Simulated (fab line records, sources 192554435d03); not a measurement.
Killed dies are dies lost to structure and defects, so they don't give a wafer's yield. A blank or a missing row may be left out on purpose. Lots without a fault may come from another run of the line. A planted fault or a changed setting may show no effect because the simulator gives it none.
Which tool did it? | flow n5_finfet | 14 lots, 42 wafers sampled, at 1 step of a route of 1938

WHAT THE GAUGES READ, wafer by wafer
N5_BEOL_M14_INSPECT_12: inspects for defects (macro). Usual: raw_defect_count 2.0, standard deviation 1.4.
lot  | measured     | on                | raw_defect_count | flag
L951 | day 11 20:38 | defect_inspect-02 | 2 2 1            |
L952 | day 11 21:11 | defect_inspect-02 | 2 2 4            |
L953 | day 11 21:25 | defect_inspect-01 | 4 0 2            |
L955 | day 12 06:42 | defect_inspect-02 | 3 1 1            |
L957 | day 13 01:13 | defect_inspect-01 | 3 1 3            |
L960 | day 13 19:48 | defect_inspect-01 | 0 1 2            |
L961 | day 14 03:42 | defect_inspect-02 | 1 0 5            |
L962 | day 14 06:20 | defect_inspect-02 | 4 1 1            |
L969 | day 15 13:05 | defect_inspect-01 | 1 1 1            |
L968 | day 15 21:25 | defect_inspect-01 | 3 3 4            |
L972 | day 16 03:14 | defect_inspect-01 | 0 4 1            |
L970 | day 16 12:59 | defect_inspect-02 | 1 1 0            |
L971 | day 16 13:51 | defect_inspect-01 | 3 1 1            |
L974 | day 16 22:25 | defect_inspect-02 | 2 7 6            |

WHICH TOOL RAN EACH LOT (tool, then ch and the chambers of the sampled wafers, then the start)
The record holds no process step before these readings.

WHAT THE TOOLS THEMSELVES READ (means of the sampled wafers that have a number; where no wafer has one, the mark that the record gives instead)
The record holds no such reading with a usual standard deviation.

THE ANSWER, worked out from the rows above alone
Rule: a lot is off if the mean of its wafers that have a number lies more than 3 standard deviations from the usual mean. A lot without any number at a reading at which 4 lots or more have one is off too. The other lots that the step has rows for count as sound. The gauges are gone through in route order, then the tools' own readings, and for those a lot's mean is taken as printed above. The first step at which some lot is off is used, and at that step the reading that is off furthest; a lot without a number counts as furthest.
No lot is off at any reading shown: from this, nothing can be told.

WHAT THE SIMULATOR HAD PUT IN
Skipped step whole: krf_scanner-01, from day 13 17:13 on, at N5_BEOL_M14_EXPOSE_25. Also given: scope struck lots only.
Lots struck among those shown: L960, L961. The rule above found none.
